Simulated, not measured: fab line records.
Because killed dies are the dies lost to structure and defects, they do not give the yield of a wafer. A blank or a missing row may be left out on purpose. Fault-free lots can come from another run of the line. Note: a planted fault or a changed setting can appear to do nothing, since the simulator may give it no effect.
Matching of chambers	flow nand harc	NHARC_P_M2_PRE_CLEAN_32 on pecvd-04 has 3 sister chambers
The step time 12 s. 24 wafers are shown with their chamber, then 12 later ones without.

## WAFERS WITH THEIR CHAMBER
wafer	chamber	heater power w (W)
L074.1	1	674
L074.3	0	524
L074.5	2	849
L075.1	2	786
L075.3	0	521
L075.4	2	783
L076.1	0	589
L076.4	2	722
L076.6	0	590
L078.3	2	732
L078.4	2	743
L078.6	0	616
L079.1	1	661
L079.4	0	592
L079.5	1	657
L080.2	1	552
L080.4	2	685
L080.6	0	544
L085.4	1	681
L085.5	2	715
L085.6	1	671
L086.2	2	747
L086.5	2	749
L086.6	1	665

SIGNATURES (means of the wafers above)
reading	chamber 0	chamber 1	chamber 2	scatter within a chamber
heater power w	568.00	651.57	751.10	43.2
Rule: for a wafer and a chamber, the distance is found by dividing, reading by reading, the gap between the wafer's reading and the chamber's mean by the reading's scatter, squaring, summing and taking the root. If the next closest chamber is less than 2 further off than the closest, the wafer can't be placed; otherwise it belongs to the closest. The scatter: take each reading less its chamber's mean, square it, sum over the shown wafers, divide by the number of wafers less the number of chambers, and take the root.

## WAFERS WITH NO CHAMBER GIVEN
wafer	heater power w (W)
L091.1	902
L091.4	655
L091.6	897
L092.3	630
L092.4	598
L092.5	876
L095.2	881
L095.4	674
L095.5	531
L097.1	608
L097.3	895
L097.5	586

## THE CHAMBER EACH PASSED THROUGH
wafer	from the rows above	in truth
L091.1	2	2
L091.4	can't be placed: 1 or 0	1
L091.6	2	2
L092.3	can't be placed: 1 or 0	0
L092.4	can't be placed: 0 or 1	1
L092.5	2	2
L095.2	2	2
L095.4	can't be placed: 1 or 2 or 0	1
L095.5	can't be placed: 0 or 1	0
L097.1	can't be placed: 0 or 1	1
L097.3	2	2
L097.5	can't be placed: 0 or 1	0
5 of 12 placed correctly. Can't be placed from these rows: 7 (the true chamber is among the candidates in 7). Number placed wrongly: 0.
